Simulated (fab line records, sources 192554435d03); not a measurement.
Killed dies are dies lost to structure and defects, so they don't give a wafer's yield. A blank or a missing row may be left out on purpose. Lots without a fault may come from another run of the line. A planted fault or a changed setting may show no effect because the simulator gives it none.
Which tool did it? | flow n5_finfet | 24 lots, 72 wafers sampled, at 6 steps of a route of 1938

WHAT THE GAUGES READ, wafer by wafer
N5_BEOL_M10_THK_MEAS_01. Usual: M10_ILD_THK 267 nm, standard deviation 3.7.
lot  | measured     | on            | M10_ILD_THK (nm) | flag
L074 | day 9 11:42  | film_metro-01 | 267 268 271      |
L075 | day 9 21:06  | film_metro-01 | 265 267 264      |
L078 | day 10 07:53 | film_metro-02 | 263 265 270      |
L077 | day 10 09:44 | film_metro-01 | 261 269 264      |
L076 | day 10 13:12 | film_metro-02 | 261 270 264      |
L079 | day 10 16:11 | film_metro-01 | 261 260 262      |
L080 | day 11 02:43 | film_metro-02 | 262 266 266      |
L081 | day 11 09:07 | film_metro-02 | 263 271 268      |
L083 | day 11 11:28 | film_metro-01 | 262 265 264      |
L082 | day 11 18:35 | film_metro-02 | 267 266 269      |
L084 | day 11 23:35 | film_metro-01 | 266 265 262      |
L085 | day 12 18:25 | film_metro-02 | 269 269 273      |
L086 | day 13 04:09 | film_metro-02 | 265 267 264      |
L087 | day 13 03:40 | film_metro-02 | 270 272 275      |
L089 | day 13 04:40 | film_metro-01 | 260 264 269      |
L088 | day 13 04:32 | film_metro-02 | 267 269 265      |
L090 | day 14 02:24 | film_metro-01 | 265 264 268      |
L091 | day 14 16:34 | film_metro-01 | 263 270 271      |
L092 | day 14 23:28 | film_metro-01 | 267 265 272      |
L093 | day 14 19:10 | film_metro-02 | 266 267 272      |
L095 | day 15 02:29 | film_metro-02 | 261 263 263      |
L094 | day 15 06:08 | film_metro-01 | 268 268 274      |
L096 | day 15 11:02 | film_metro-01 | 264 270 270      |
L097 | day 15 19:29 | film_metro-01 | 261 267 265      |

WHICH TOOL RAN EACH LOT (tool, then ch and the chambers of the sampled wafers, then the start)
lot  | N5_BEOL_M8_CURE_75            | N5_BEOL_M8_DEGAS_44          | N5_BEOL_M8_ALD_77                   | N5_BEOL_M8_ANNEAL_51             | N5_BEOL_M9_ILD_DEP_00
L074 | uv_cure-01 ch 1, day 9 00:20  | pvd_sputter-01, day 9 01:09  | ald_metal-01 ch 0,2,3, day 9 01:19  | rtp_anneal-01 ch 0, day 9 02:05  | pecvd-01 ch 0,1,2, day 9 02:55
L075 | uv_cure-01 ch 2, day 9 11:40  | pvd_sputter-03, day 9 12:13  | ald_metal-03 ch 1,2,3, day 9 12:19  | rtp_anneal-02 ch 0, day 9 13:06  | pecvd-04 ch 0,1, day 9 13:53
L078 | uv_cure-02 ch 0, day 9 18:50  | pvd_sputter-01, day 9 19:13  | ald_metal-04 ch 0,2, day 9 19:19    | rtp_anneal-01 ch 0, day 9 21:40  | pecvd-03 ch 1,2, day 9 22:26
L077 | uv_cure-02 ch 0, day 9 22:11  | pvd_sputter-03, day 9 22:39  | ald_metal-04 ch 0,1,2, day 9 22:51  | rtp_anneal-01 ch 0, day 10 01:25 | pecvd-03 ch 0,1, day 10 02:09
L076 | uv_cure-02 ch 0, day 10 01:35 | pvd_sputter-02, day 10 02:10 | ald_metal-04 ch 0,1,3, day 10 02:17 | rtp_anneal-01 ch 0, day 10 03:23 | pecvd-04 ch 0,1, day 10 04:11
L079 | uv_cure-02 ch 0, day 10 04:58 | pvd_sputter-02, day 10 05:42 | ald_metal-03 ch 0,2,3, day 10 05:50 | rtp_anneal-01 ch 0, day 10 06:44 | pecvd-01 ch 0,1,2, day 10 07:31
L080 | uv_cure-03 ch 0, day 10 16:13 | pvd_sputter-01, day 10 16:29 | ald_metal-01 ch 0,1,2, day 10 16:35 | rtp_anneal-02 ch 0, day 10 17:40 | pecvd-01 ch 1,2, day 10 18:25
L081 | uv_cure-03 ch 1, day 10 23:49 | pvd_sputter-03, day 11 00:08 | ald_metal-03 ch 0,2,3, day 11 00:14 | rtp_anneal-01 ch 0, day 11 01:52 | pecvd-03 ch 0,1,2, day 11 02:40
L083 | uv_cure-02 ch 0, day 10 23:59 | pvd_sputter-03, day 11 00:19 | ald_metal-01 ch 0,2,3, day 11 00:25 | rtp_anneal-02 ch 0, day 11 02:05 | pecvd-04 ch 0,1,2, day 11 02:49
L082 | uv_cure-03 ch 0, day 11 07:50 | pvd_sputter-03, day 11 08:21 | ald_metal-03 ch 1,2, day 11 08:27   | rtp_anneal-02 ch 0, day 11 09:41 | pecvd-04 ch 0,1, day 11 10:28
L084 | uv_cure-01 ch 0, day 11 10:29 | pvd_sputter-03, day 11 11:11 | ald_metal-04 ch 0,1,2, day 11 11:31 | rtp_anneal-02 ch 0, day 11 12:34 | pecvd-03 ch 0,1,2, day 11 13:22
L085 | uv_cure-02 ch 0, day 12 04:32 | pvd_sputter-02, day 12 05:07 | ald_metal-04 ch 0,1,2, day 12 05:26 | rtp_anneal-01 ch 0, day 12 06:56 | pecvd-01 ch 0,1, day 12 07:48
L086 | uv_cure-03 ch 0, day 12 11:04 | pvd_sputter-03, day 12 11:24 | ald_metal-01 ch 0,1,3, day 12 11:30 | rtp_anneal-02 ch 0, day 12 12:27 | pecvd-04 ch 1,2, day 12 13:09
L087 | uv_cure-02 ch 0, day 12 11:13 | pvd_sputter-01, day 12 11:41 | ald_metal-01 ch 0,1,2, day 12 11:47 | rtp_anneal-02 ch 0, day 12 12:38 | pecvd-01 ch 1,2, day 12 13:26
L089 | uv_cure-01 ch 2, day 12 16:30 | pvd_sputter-02, day 12 17:01 | ald_metal-04 ch 0,2,3, day 12 17:07 | rtp_anneal-02 ch 0, day 12 18:00 | pecvd-03 ch 0,1, day 12 18:49
L088 | uv_cure-03 ch 1, day 12 16:40 | pvd_sputter-02, day 12 17:06 | ald_metal-01 ch 0,3, day 12 17:13   | rtp_anneal-01 ch 0, day 12 18:22 | pecvd-03 ch 0,1,2, day 12 19:03
L090 | uv_cure-01 ch 1, day 13 12:14 | pvd_sputter-03, day 13 12:38 | ald_metal-04 ch 0,1,2, day 13 12:45 | rtp_anneal-02 ch 0, day 13 13:30 | pecvd-01 ch 1, day 13 14:16
L091 | uv_cure-02 ch 2, day 14 03:33 | pvd_sputter-03, day 14 03:53 | ald_metal-01 ch 0,2, day 14 03:59   | rtp_anneal-01 ch 0, day 14 04:50 | pecvd-01 ch 0,1,2, day 14 05:38
L092 | uv_cure-01 ch 2, day 14 03:50 | pvd_sputter-03, day 14 04:13 | ald_metal-03 ch 1,3, day 14 04:19   | rtp_anneal-02 ch 0, day 14 05:31 | pecvd-04 ch 1,2, day 14 06:19
L093 | uv_cure-01 ch 2, day 14 06:10 | pvd_sputter-03, day 14 06:34 | ald_metal-03 ch 0,1,2, day 14 06:40 | rtp_anneal-02 ch 0, day 14 07:41 | pecvd-03 ch 0,1, day 14 08:28
L095 | uv_cure-01 ch 2, day 14 16:04 | pvd_sputter-03, day 14 16:23 | ald_metal-01 ch 0,2,3, day 14 16:29 | rtp_anneal-01 ch 0, day 14 17:17 | pecvd-01 ch 0,1,2, day 14 18:05
L094 | uv_cure-02 ch 0, day 14 17:37 | pvd_sputter-03, day 14 18:08 | ald_metal-04 ch 0,2, day 14 18:17   | rtp_anneal-02 ch 0, day 14 20:35 | pecvd-01 ch 0,1, day 14 21:20
L096 | uv_cure-03 ch 0, day 14 23:26 | pvd_sputter-01, day 15 00:05 | ald_metal-03 ch 0,1,3, day 15 00:11 | rtp_anneal-02 ch 0, day 15 02:03 | pecvd-04 ch 1,2, day 15 02:50
L097 | uv_cure-02 ch 1, day 15 09:54 | pvd_sputter-01, day 15 10:16 | ald_metal-03 ch 0,2,3, day 15 10:22 | rtp_anneal-01 ch 0, day 15 11:47 | pecvd-04 ch 0,1,2, day 15 12:38
- N5_BEOL_M8_CURE_75: cures SiCOH lowk, time 120 s.
- N5_BEOL_M8_DEGAS_44: time 60 s.
- N5_BEOL_M8_ALD_77: deposits TaN, target thk 2 nm, pulse time 2 s, purge time 3 s.
- N5_BEOL_M8_ANNEAL_51: time 90 s.
- N5_BEOL_M9_ILD_DEP_00: deposits SiCOH lowk from DEMS/porogen, target thk 308.51 nm, time 58 s.

WHAT THE TOOLS THEMSELVES READ (means of the sampled wafers that have a number; where no wafer has one, the mark that the record gives instead)
N5_BEOL_M8_CURE_75. Usual: lamp_power_pct 52.31 %, standard deviation 0.057; wafer_temp_C_max 371.8, standard deviation 0.59.
lot  | tool       | lamp_power_pct (%) | wafer_temp_C_max | flag
L074 | uv_cure-01 | 52.32              | 372.1            |
L075 | uv_cure-01 | 52.35              | 371.6            |
L078 | uv_cure-02 | 52.35              | 371.3            |
L077 | uv_cure-02 | 52.34              | 371.1            |
L076 | uv_cure-02 | 52.29              | 370.8            |
L079 | uv_cure-02 | 52.30              | 371.1            |
L080 | uv_cure-03 | 52.33              | 372.0            |
L081 | uv_cure-03 | 52.28              | 372.6            |
L083 | uv_cure-02 | 52.32              | 371.3            |
L082 | uv_cure-03 | 52.37              | 372.1            |
L084 | uv_cure-01 | 52.36              | 371.6            |
L085 | uv_cure-02 | 52.31              | 371.3            |
L086 | uv_cure-03 | 52.37              | 373.0            |
L087 | uv_cure-02 | 52.36              | 371.0            |
L089 | uv_cure-01 | 52.31              | 371.7            |
L088 | uv_cure-03 | 52.26              | 372.4            |
L090 | uv_cure-01 | 52.27              | 372.0            |
L091 | uv_cure-02 | 52.28              | 371.7            |
L092 | uv_cure-01 | 52.31              | 371.5            |
L093 | uv_cure-01 | 52.28              | 371.7            |
L095 | uv_cure-01 | 52.30              | 372.1            |
L094 | uv_cure-02 | 52.29              | 371.5            |
L096 | uv_cure-03 | 52.27              | 372.1            |
L097 | uv_cure-02 | 52.32              | 371.8            |

N5_BEOL_M8_DEGAS_44. Usual: heater_power_w 316 W, standard deviation 29.
lot  | tool           | heater_power_w (W) | flag
L074 | pvd_sputter-01 | 296                |
L075 | pvd_sputter-03 | 329                |
L078 | pvd_sputter-01 | 312                |
L077 | pvd_sputter-03 | 330                |
L076 | pvd_sputter-02 | 298                |
L079 | pvd_sputter-02 | 331                |
L080 | pvd_sputter-01 | 318                |
L081 | pvd_sputter-03 | 327                |
L083 | pvd_sputter-03 | 329                |
L082 | pvd_sputter-03 | 334                |
L084 | pvd_sputter-03 | 318                |
L085 | pvd_sputter-02 | 328                |
L086 | pvd_sputter-03 | 316                |
L087 | pvd_sputter-01 | 298                |
L089 | pvd_sputter-02 | 327                |
L088 | pvd_sputter-02 | 288                |
L090 | pvd_sputter-03 | 322                |
L091 | pvd_sputter-03 | 332                |
L092 | pvd_sputter-03 | 336                |
L093 | pvd_sputter-03 | 319                |
L095 | pvd_sputter-03 | 330                |
L094 | pvd_sputter-03 | 312                |
L096 | pvd_sputter-01 | 310                |
L097 | pvd_sputter-01 | 285                |

N5_BEOL_M8_ALD_77. Usual: heater_power_outer_w 221 W, standard deviation 22; heater_power_w 402 W, standard deviation 32.
lot  | tool         | heater_power_outer_w (W) | heater_power_w (W) | flag
L074 | ald_metal-01 | 213                      | 406                |
L075 | ald_metal-03 | 246                      | 423                |
L078 | ald_metal-04 | 226                      | 410                |
L077 | ald_metal-04 | 227                      | 395                |
L076 | ald_metal-04 | 215                      | 381                |
L079 | ald_metal-03 | 242                      | 425                |
L080 | ald_metal-01 | 199                      | 377                |
L081 | ald_metal-03 | 236                      | 426                |
L083 | ald_metal-01 | 213                      | 398                |
L082 | ald_metal-03 | 229                      | 420                |
L084 | ald_metal-04 | 223                      | 393                |
L085 | ald_metal-04 | 224                      | 396                |
L086 | ald_metal-01 | 198                      | 376                |
L087 | ald_metal-01 | 198                      | 373                |
L089 | ald_metal-04 | 218                      | 393                |
L088 | ald_metal-01 | 215                      | 406                |
L090 | ald_metal-04 | 224                      | 394                |
L091 | ald_metal-01 | 215                      | 408                |
L092 | ald_metal-03 | 257                      | 439                |
L093 | ald_metal-03 | 230                      | 428                |
L095 | ald_metal-01 | 209                      | 401                |
L094 | ald_metal-04 | 224                      | 401                |
L096 | ald_metal-03 | 250                      | 439                |
L097 | ald_metal-03 | 239                      | 431                |

N5_BEOL_M8_ANNEAL_51. Usual: wafer_temp_C_max 226.16, standard deviation 0.25.
lot  | tool          | wafer_temp_C_max | flag
L074 | rtp_anneal-01 | 226.14           |
L075 | rtp_anneal-02 | 226.25           |
L078 | rtp_anneal-01 | 226.18           |
L077 | rtp_anneal-01 | 226.18           |
L076 | rtp_anneal-01 | 226.23           |
L079 | rtp_anneal-01 | 225.98           |
L080 | rtp_anneal-02 | 226.17           |
L081 | rtp_anneal-01 | 226.20           |
L083 | rtp_anneal-02 | 226.31           |
L082 | rtp_anneal-02 | 226.27           |
L084 | rtp_anneal-02 | 226.10           |
L085 | rtp_anneal-01 | 226.28           |
L086 | rtp_anneal-02 | 225.97           |
L087 | rtp_anneal-02 | 226.06           |
L089 | rtp_anneal-02 | 226.20           |
L088 | rtp_anneal-01 | 226.25           |
L090 | rtp_anneal-02 | 226.29           |
L091 | rtp_anneal-01 | 226.07           |
L092 | rtp_anneal-02 | 225.83           |
L093 | rtp_anneal-02 | 226.15           |
L095 | rtp_anneal-01 | 226.03           |
L094 | rtp_anneal-02 | 225.90           |
L096 | rtp_anneal-02 | 225.81           |
L097 | rtp_anneal-01 | 226.25           |

N5_BEOL_M9_ILD_DEP_00. Usual: heater_power_outer_w 147 W, standard deviation 29; heater_power_w 313 W, standard deviation 29; showerhead_plenum_p_Torr 5.740 Torr, standard deviation 0.014; throttle_valve_pct 14.3 %, standard deviation 1.1.
lot  | tool     | heater_power_outer_w (W) | heater_power_w (W) | showerhead_plenum_p_Torr (Torr) | throttle_valve_pct (%) | flag
L074 | pecvd-01 | 142                      | 295                | 5.734                           | 13.9                   |
L075 | pecvd-04 | 137                      | 325                | 5.747                           | 15.4                   |
L078 | pecvd-03 | 168                      | 330                | 5.743                           | 14.3                   |
L077 | pecvd-03 | 165                      | 323                | 5.761                           | 14.7                   |
L076 | pecvd-04 | 132                      | 316                | 5.727                           | 15.3                   |
L079 | pecvd-01 | 145                      | 304                | 5.734                           | 13.9                   |
L080 | pecvd-01 | 150                      | 302                | 5.731                           | 14.2                   |
L081 | pecvd-03 | 177                      | 341                | 5.750                           | 14.5                   |
L083 | pecvd-04 | 136                      | 315                | 5.740                           | 14.2                   |
L082 | pecvd-04 | 119                      | 292                | 5.727                           | 15.3                   |
L084 | pecvd-03 | 153                      | 314                | 5.753                           | 14.4                   |
L085 | pecvd-01 | 151                      | 296                | 5.736                           | 14.9                   |
L086 | pecvd-04 | 130                      | 308                | 5.735                           | 13.7                   |
L087 | pecvd-01 | 138                      | 301                | 5.719                           | 13.6                   |
L089 | pecvd-03 | 178                      | 338                | 5.748                           | 14.7                   |
L088 | pecvd-03 | 161                      | 331                | 5.747                           | 14.4                   |
L090 | pecvd-01 | 183                      | 335                | 5.734                           | 15.2                   |
L091 | pecvd-01 | 149                      | 304                | 5.720                           | 14.0                   |
L092 | pecvd-04 | 150                      | 334                | 5.743                           | 14.9                   |
L093 | pecvd-03 | 172                      | 329                | 5.752                           | 14.7                   |
L095 | pecvd-01 | 153                      | 315                | 5.730                           | 13.9                   |
L094 | pecvd-01 | 142                      | 293                | 5.734                           | 14.4                   |
L096 | pecvd-04 | 153                      | 336                | 5.739                           | 15.0                   |
L097 | pecvd-04 | 131                      | 309                | 5.740                           | 14.3                   |

THE ANSWER, worked out from the rows above alone
Rule: a lot is off if the mean of its wafers that have a number lies more than 3 standard deviations from the usual mean. A lot without any number at a reading at which 4 lots or more have one is off too. The other lots that the step has rows for count as sound. The gauges are gone through in route order, then the tools' own readings, and for those a lot's mean is taken as printed above. The first step at which some lot is off is used, and at that step the reading that is off furthest; a lot without a number counts as furthest.
No lot is off at any reading shown: from this, nothing can be told.

WHAT THE SIMULATOR HAD PUT IN
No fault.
